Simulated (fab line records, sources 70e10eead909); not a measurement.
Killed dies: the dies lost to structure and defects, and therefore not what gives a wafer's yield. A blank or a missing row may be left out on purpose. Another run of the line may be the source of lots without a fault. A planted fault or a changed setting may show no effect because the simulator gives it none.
Struck lot and sound lot, side by side -- flow nandHarc -- 15 out of 1302 route steps
Sound: the wafers L474.2, L474.4, L474.5. Struck: wafer L485.3 (left out: L485.2, L485.5 of the same lot, which were not struck); the cause appears at the end.
Per side, at each step with rows, come the tool, then ch with its chambers, and then its first start. Under that, the readings that differ: sound wafers -- struck wafers -- difference of the means -- sigmas: that difference in standard deviations of wafers without a fault.
alike: readings with means less than 2 such deviations apart, plus words and numbers identical on both sides. not compared: withheld readings, readings lacking a value on some wafer, bounds such as >300 that could conceal the same value, and numbers that have no deviation in the record and whose values overlap.
Wherever a step has rows on one side only, a row that says differs or no value, or a row with sigmas, the two part there. When numbers do not overlap yet have no deviation, they are printed without sigmas and do not part them. A reading missing from all wafers of one side parts the sides only when that side holds two or more wafers.

first, 7 steps without rows for these wafers: NHARC_P_CONTACT_COAT_34 (time 65 s); NHARC_P_CONTACT_COAT_06 (resist thk 90 nm); NHARC_P_CONTACT_SOFTBAKE_07 (time 55 s); NHARC_P_CONTACT_EBR_08; NHARC_P_CONTACT_EXPOSE_09 (exposes mask P CA, target cd 90 nm); NHARC_P_CONTACT_PEB_10 (peb time 65 s); NHARC_P_CONTACT_DEVELOP_11 (develop time 35 s).
NHARC_P_CONTACT_CD_MEAS_12: target cd 90 nm.
  sound on cdSem-02 ch 0, day 6 12:15; struck on cdSem-03 ch 0, day 11 07:38
  alike: cdNm
NHARC_P_CONTACT_OVL_MEAS_13:
  sound on overlay-02, day 6 12:20; struck on overlay-01, day 11 07:44
  alike: overlayXNm, overlayYNm
NHARC_P_CONTACT_INSPECT_14:
  sound on defectInspect-02, day 6 12:22; struck on defectInspect-01, day 11 07:46
reading,sound,struck,difference,sigmas
rawDefectCount,2 3 5,13,+10,+4
NHARC_P_CONTACT_DESCUM_17: chemistry O2, time 3 s.
  sound on rieDiel-09 ch 1,2,3, day 6 12:26; struck on rieDiel-08 ch 0, day 11 07:50
  alike: drypumpMotorCurrentA, oesProductAu, rfVppV, showerheadPlenumPTorr, throttleValvePct
  not compared: rfHoursCounterH
NHARC_P_CONTACT_ETCH_35: etches the open film in CF4, target depth 39 nm, time 65 s.
  sound on rieDiel-09 ch 0,3, day 6 12:31; struck on rieDiel-08 ch 1, day 11 07:55
  alike: drypumpMotorCurrentA, oesProductAu, rfVppV, showerheadPlenumPTorr, throttleValvePct
  not compared: rfHoursCounterH
NHARC_P_CONTACT_ETCH_36: etches the open film in N2/H2, target depth 260 nm, time 406.25 s.
  sound on rieDiel-09 ch 1,2,3, day 6 12:37; struck on rieDiel-08 ch 0, day 11 08:00
reading,sound,struck,difference,sigmas
oesProductAu (a.u.),1.013 1.002 0.996,0.891,-0.113,-13
  alike: drypumpMotorCurrentA, rfVppV, showerheadPlenumPTorr, throttleValvePct
  not compared: rfHoursCounterH
NHARC_P_CONTACT_ETCH_18: etches the open film in C4F8/O2/Ar, target depth 481 nm, time 240.5 s.
  sound: rieDiel-09 ch 1,2,3; struck: rieDiel-08 ch 2
  alike: oesProductAu, rfVppV
  not compared: rfHoursCounterH
-- record jumps: 18 days between struck wafers' starts before vs after; left off in module P_CONTACT, resumes in module END, first step shown is number 1302 of the route --
NHARC_END_SORT_01:
  sound on prober-01 ch 0, day 24 12:03; struck on prober-01 ch 0, day 29 15:07
reading,sound,struck,difference,sigmas
killedAtArray,64 48 78,23,-40,-2
killedAtPeriphery,3 0 1,33,+32,+10
  alike: killedAtOther, killedDies, killedOpen, killedShort

## WHERE THEY PART
First at NHARC_P_CONTACT_INSPECT_14; last, within this record, at NHARC_END_SORT_01.

WHY: whatever the simulator had introduced
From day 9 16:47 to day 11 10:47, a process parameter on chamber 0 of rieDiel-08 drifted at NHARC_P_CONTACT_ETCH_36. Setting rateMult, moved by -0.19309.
